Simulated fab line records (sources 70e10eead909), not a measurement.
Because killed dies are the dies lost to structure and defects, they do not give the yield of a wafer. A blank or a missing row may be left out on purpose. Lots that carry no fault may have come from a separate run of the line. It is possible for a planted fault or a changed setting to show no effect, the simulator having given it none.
Chamber matching | flow nand-harc | rie-diel-11 running NHARC_P_M2_DESCUM_14: 4 sister chambers
The step chemistry O2, time 3 s. 22 wafers are shown with their chamber, then 11 later ones without.

== EACH WAFER AND ITS CHAMBER ==
wafer  | chamber | showerhead-plenum-p-Torr (Torr) | drypump-motor-current-A (A) | oes-product-au (a.u.)
L489.1 | 1       | 1.95                            | 5.3                         | 1.018
L489.3 | 0       | 1.98                            | 5.6                         | 0.980
L489.6 | 0       | 1.97                            | 5.6                         | 0.972
L488.2 | 3       | 2.04                            | 6.1                         | 1.014
L488.3 | 1       | 1.95                            | 5.3                         | 1.026
L488.5 | 0       | 1.97                            | 5.6                         | 0.976
L490.2 | 1       | 1.95                            | 5.3                         | 1.027
L490.3 | 3       | 2.04                            | 6.1                         | 1.008
L490.4 | 0       | 1.97                            | 5.6                         | 0.979
L492.1 | 3       | 2.04                            | 6.2                         | 1.020
L492.4 | 2       | 1.85                            | 5.8                         | 0.989
L492.5 | 1       | 1.95                            | 5.3                         | 1.024
L491.3 | 1       | 1.95                            | 5.3                         | 1.025
L491.5 | 1       | 1.95                            | 5.3                         | 1.033
L491.6 | 0       | 1.97                            | 5.7                         | 0.980
L493.4 | 1       | 1.95                            | 5.3                         | 1.028
L493.5 | 2       | 1.85                            | 5.8                         | 0.987
L493.6 | 3       | 2.04                            | 6.2                         | 1.006
L495.2 | 2       | 1.85                            | 5.7                         | 0.991
L495.5 | 1       | 1.95                            | 5.3                         | 1.028
L495.6 | 2       | 1.85                            | 5.7                         | 0.984
L501.1 | 2       | 1.85                            | 5.7                         | 0.986

SIGNATURES (means of the wafers above)
reading                  | chamber 0 | chamber 1 | chamber 2 | chamber 3 | scatter within a chamber
showerhead-plenum-p-Torr | 1.9720    | 1.9500    | 1.8500    | 2.0400    | 0.00211
drypump-motor-current-A  | 5.620     | 5.300     | 5.740     | 6.150     | 0.0408
oes-product-au           | 0.97740   | 1.02612   | 0.98740   | 1.01200   | 0.00424
Rule: for each reading, subtract the chamber's mean from the wafer's reading, divide by that reading's scatter and square the result; add these up over the readings and take the root, which gives the wafer's distance from the chamber. If the next closest chamber is less than 2 further off than the closest, the wafer can't be placed; otherwise it belongs to the closest. The scatter is the square root of a quotient: the sum, over the shown wafers, of each reading's squared deviation from its chamber's mean, divided by wafers minus chambers.

== WAFERS MISSING THEIR CHAMBER ==
wafer  | showerhead-plenum-p-Torr (Torr) | drypump-motor-current-A (A) | oes-product-au (a.u.)
L501.3 | 1.95                            | 5.3                         | 1.040
L501.5 | 1.95                            | 5.3                         | 1.030
L499.1 | 1.95                            | 5.3                         | 1.037
L499.3 | 1.97                            | 5.6                         | 0.997
L499.5 | 2.04                            | 6.2                         | 1.000
L506.1 | 1.85                            | 5.7                         | 0.991
L506.2 | 2.04                            | 6.2                         | 1.001
L506.6 | 1.85                            | 5.8                         | 0.995
L510.1 | 1.85                            | 5.7                         | 0.993
L510.2 | 1.97                            | 5.6                         | 0.993
L510.5 | 2.04                            | 6.2                         | 1.006

== WHICH CHAMBER EACH ONE RAN IN ==
wafer  | from the rows above | in truth
L501.3 | 1                   | 1
L501.5 | 1                   | 1
L499.1 | 1                   | 1
L499.3 | 0                   | 0
L499.5 | 3                   | 3
L506.1 | 2                   | 2
L506.2 | 3                   | 3
L506.6 | 2                   | 2
L510.1 | 2                   | 2
L510.2 | 0                   | 0
L510.5 | 3                   | 3
11 of 11 placed correctly. Can't be placed from these rows: 0. Wrongly placed: 0.
